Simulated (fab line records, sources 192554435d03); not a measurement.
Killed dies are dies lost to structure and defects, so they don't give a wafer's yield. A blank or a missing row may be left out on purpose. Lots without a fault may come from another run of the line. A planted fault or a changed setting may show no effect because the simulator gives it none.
Chamber matching | flow n5_finfet | N5_BEOL_M11_CURE_71 on uv_cure-02: 3 sister chambers
The step cures SiCOH lowk, time 240 s. 14 wafers are shown with their chamber, then 7 later ones without.

WAFERS WITH THEIR CHAMBER
wafer  | chamber | wafer_temp_C_max | lamp_power_pct (%)
L082.4 | 2       | 386.6            | 52.35
L082.5 | 2       | 387.6            | 52.28
L082.6 | 2       | 386.4            | 52.28
L083.3 | 0       | 389.8            | 52.22
L083.4 | 0       | 387.3            | 52.31
L083.6 | 0       | 388.3            | 52.30
L085.2 | 1       | 386.2            | 52.36
L085.3 | 1       | 386.0            | 52.36
L085.4 | 1       | 385.8            | 52.32
L089.3 | 0       | 389.0            | 52.39
L089.4 | 0       | 388.9            | 52.35
L089.6 | 0       | 387.7            | 52.29
L093.2 | 1       | 385.9            | 52.32
L093.4 | 1       | 386.3            | 52.27

SIGNATURES (means of the wafers above)
reading          | chamber 0 | chamber 1 | chamber 2 | scatter within a chamber
wafer_temp_C_max | 388.500   | 386.040   | 386.867   | 0.689
lamp_power_pct   | 52.3100   | 52.3260   | 52.3033   | 0.048
Rule: a wafer's distance from a chamber is the root of the sum, over the readings, of the square of ((its reading less the chamber's mean) divided by the reading's scatter). The wafer belongs to the nearest chamber; if the next one is less than 2 further off, it can't be placed. The scatter: the root of (the sum of the squares of (reading less its chamber's mean) over the shown wafers, divided by (wafers less chambers)).

WAFERS WITHOUT THEIR CHAMBER
wafer  | wafer_temp_C_max | lamp_power_pct (%)
L093.5 | 385.9            | 52.17
L092.1 | 386.2            | 52.33
L092.2 | 386.8            | 52.37
L092.5 | 386.2            | 52.28
L097.2 | 388.6            | 52.34
L097.3 | 389.1            | 52.32
L097.5 | 388.4            | 52.23

WHICH CHAMBER EACH WENT THROUGH
wafer  | from the rows above          | in truth
L093.5 | can't be placed: 2 or 1 or 0 | 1
L092.1 | can't be placed: 1 or 2      | 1
L092.2 | can't be placed: 2 or 1 or 0 | 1
L092.5 | can't be placed: 1 or 2      | 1
L097.2 | can't be placed: 0 or 2      | 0
L097.3 | 0                            | 0
L097.5 | can't be placed: 0 or 2      | 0
Placed correctly: 1 of 7. Can't be placed from these rows: 6 (the true chamber is among the candidates in 6). Placed wrongly: 0.
